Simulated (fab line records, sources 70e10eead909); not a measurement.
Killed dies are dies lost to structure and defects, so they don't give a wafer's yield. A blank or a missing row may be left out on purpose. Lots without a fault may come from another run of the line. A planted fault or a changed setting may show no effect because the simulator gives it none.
A struck lot beside a sound one | flow nand_harc | 10 steps out of a route of 1159
Sound: wafers L382.2, L382.5, L382.6. Struck: wafer L390.1. (L390.2, L390.4 of the same lot were not struck and are left out.) The cause comes at the end.
At each step with rows: each side's tool, then ch and its chambers, then its first start. Under that, the readings that differ: sound wafers | struck wafers | difference of the means | sigmas: that difference in standard deviations of wafers without a fault.
alike: readings whose means differ by less than 2 such deviations, and words and numbers that are the same on both sides. not compared: withheld readings, readings that some wafer has no value for, bounds like >300 that may hide the same value, and numbers for which the record gives no deviation and whose values overlap.
The two part at a step that has a row with sigmas, a row that says differs or no value, or rows on one side only. Numbers that don't overlap but have no deviation are shown without sigmas and don't part them. A reading that every wafer of one side lacks parts them only if that side has two wafers or more.

first, 1 step without rows for these wafers: NHARC_A_WL_FILL_CVD_23 (deposits poly-Si, target thk 40 nm, time 800 s).
NHARC_A_WL_FILL_ETCHBACK_26: etches the open film in HBr, target depth 52 nm, time 13.3 s.
  sound on rie_si-02 ch 0,1, day 18 01:07; struck on rie_si-02 ch 0, day 20 07:01
  alike: drypump_motor_current_A, oes_product_au, rf_fwd_power_W, throttle_valve_pct
  not compared: rf_hours_counter_h
then, 2 steps without rows for these wafers: NHARC_A_WL_FILL_PRECLEAN_30 (cleans in dHF, time 10 s); NHARC_A_WL_FILL_SRD_14.
NHARC_A_WL_FILL_ALD_19: deposits TiN, target thk 2 nm, pulse time 3 s, ald cycles 100.
  sound on ald_metal-02 ch 0,3, day 18 01:22; struck on ald_metal-02 ch 2, day 20 07:17
  alike: heater_power_w, precursor_pulse_height_rel, susceptor_temp_C
NHARC_A_WL_FILL_CVD_20: deposits W, target thk 75 nm, time 5064 s.
  sound on cvd_w-01 ch 0,1; struck on cvd_w-02 ch 0
  alike: heater_power_w, susceptor_temp_C, throttle_valve_pct
NHARC_A_WL_FILL_CMP_12: polishes, t overpolish 30 s, target thk 75 nm.
  sound on cmp-02 ch 2,3, day 18 11:22; struck on cmp-01 ch 1, day 20 12:56
  alike: edge_zone_pressure_frac, motor_current_A, overpolish_run_s, slurry_flow_ml_min, time_to_endpoint_s
then, 1 step without rows for these wafers: NHARC_A_WL_FILL_SRD_31.
NHARC_A_WL_FILL_INSPECT_15:
  sound on defect_inspect-02, day 18 11:49; struck on defect_inspect-02, day 20 13:25
  alike: raw_defect_count
NHARC_A_CONTACT_DEP_24: deposits SiO2, target thk 500 nm.
  sound on pecvd-04 ch 0,1, day 18 12:01; struck on pecvd-04 ch 1, day 20 13:29
  reading              | sound                | struck | difference | sigmas
  heater_power_w (W)   | 516 462 550          | 271    | -238       | -3
  rf_fwd_power_W (W)   | 897.8 896.4 896.2    | 1254.5 | +357.7     | +99 or more
  showerhead_vpp_V (V) | 1855 1928 1835       | 2238   | +365       | +7
  susceptor_temp_C (C) | 399.45 399.77 399.59 | 400.08 | +0.48      | +2
  alike: throttle_valve_pct

WHERE THEY PART
Only at NHARC_A_CONTACT_DEP_24, within this record.

WHY: what the simulator had put in
Process parameter drift: pecvd-04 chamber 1, from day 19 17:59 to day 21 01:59, at NHARC_A_CONTACT_DEP_24. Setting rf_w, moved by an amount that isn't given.
